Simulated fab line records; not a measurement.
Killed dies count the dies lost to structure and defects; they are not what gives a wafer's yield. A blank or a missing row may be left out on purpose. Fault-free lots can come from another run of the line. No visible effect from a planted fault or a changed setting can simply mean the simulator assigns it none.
Chamber matching || flow n5Finfet || N5_HKMG_FIN_PWFM_ALD_03 on aldMetal-01: 4 sister chambers
The step deposits TiN, target thk 2 nm, pulse time 1 s, purge time 3 s. 8 wafers are shown with their chamber, then 12 later ones without.

## EACH WAFER AND ITS CHAMBER
{"wafer": "L081.5", "chamber": 2, "heaterPowerW (W)": 899, "chamberPressureTorr (Torr)": 2.996}
{"wafer": "L081.6", "chamber": 3, "heaterPowerW (W)": 777, "chamberPressureTorr (Torr)": 2.994}
{"wafer": "L082.2", "chamber": 3, "heaterPowerW (W)": 774, "chamberPressureTorr (Torr)": 3.002}
{"wafer": "L082.4", "chamber": 0, "heaterPowerW (W)": 930, "chamberPressureTorr (Torr)": 3.010}
{"wafer": "L082.5", "chamber": 1, "heaterPowerW (W)": 1089, "chamberPressureTorr (Torr)": 2.999}
{"wafer": "L085.1", "chamber": 1, "heaterPowerW (W)": 1077, "chamberPressureTorr (Torr)": 2.997}
{"wafer": "L085.2", "chamber": 2, "heaterPowerW (W)": 887, "chamberPressureTorr (Torr)": 3.004}
{"wafer": "L085.3", "chamber": 0, "heaterPowerW (W)": 923, "chamberPressureTorr (Torr)": 3.009}

## WAFERS MISSING THEIR CHAMBER
{"wafer": "L091.1", "heaterPowerW (W)": 1101, "chamberPressureTorr (Torr)": 2.989}
{"wafer": "L091.3", "heaterPowerW (W)": 938, "chamberPressureTorr (Torr)": 3.007}
{"wafer": "L091.6", "heaterPowerW (W)": 1123, "chamberPressureTorr (Torr)": 2.991}
{"wafer": "L092.2", "heaterPowerW (W)": 1073, "chamberPressureTorr (Torr)": 2.995}
{"wafer": "L092.5", "heaterPowerW (W)": 764, "chamberPressureTorr (Torr)": 3.002}
{"wafer": "L092.6", "heaterPowerW (W)": 878, "chamberPressureTorr (Torr)": 2.992}
{"wafer": "L094.1", "heaterPowerW (W)": 766, "chamberPressureTorr (Torr)": 3.000}
{"wafer": "L094.2", "heaterPowerW (W)": 1100, "chamberPressureTorr (Torr)": 3.003}
{"wafer": "L094.3", "heaterPowerW (W)": 866, "chamberPressureTorr (Torr)": 3.005}
{"wafer": "L096.4", "heaterPowerW (W)": 920, "chamberPressureTorr (Torr)": 2.997}
{"wafer": "L096.5", "heaterPowerW (W)": 786, "chamberPressureTorr (Torr)": 3.001}
{"wafer": "L096.6", "heaterPowerW (W)": 925, "chamberPressureTorr (Torr)": 3.008}

## WHICH CHAMBER EACH WENT THROUGH
{"wafer": "L091.1", "from the rows above": 1, "in truth": 1}
{"wafer": "L091.3", "from the rows above": 0, "in truth": 0}
{"wafer": "L091.6", "from the rows above": 1, "in truth": 1}
{"wafer": "L092.2", "from the rows above": 1, "in truth": 1}
{"wafer": "L092.5", "from the rows above": 3, "in truth": 3}
{"wafer": "L092.6", "from the rows above": 2, "in truth": 2}
{"wafer": "L094.1", "from the rows above": 3, "in truth": 3}
{"wafer": "L094.2", "from the rows above": 1, "in truth": 1}
{"wafer": "L094.3", "from the rows above": 2, "in truth": 2}
{"wafer": "L096.4", "from the rows above": "can't be placed: 0 or 2", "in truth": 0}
{"wafer": "L096.5", "from the rows above": 3, "in truth": 3}
{"wafer": "L096.6", "from the rows above": 0, "in truth": 0}
Placed correctly: 11 of 12. Cannot be placed on the basis of these rows: 1; the candidates contain the true chamber in 1. Number placed wrongly: 0.
How it was worked out, from the rows above alone: a wafer's distance from a chamber is the root of the sum, over the readings, of the square of ((its reading less the chamber's mean) divided by the reading's scatter). The wafer belongs to the nearest chamber; if the next one is less than 2 further off, it can't be placed. For every chamber, the mean is computed from those of its wafers that are shown. The scatter: the root of (the sum of the squares of (reading less its chamber's mean) over the shown wafers, divided by (wafers less chambers)).
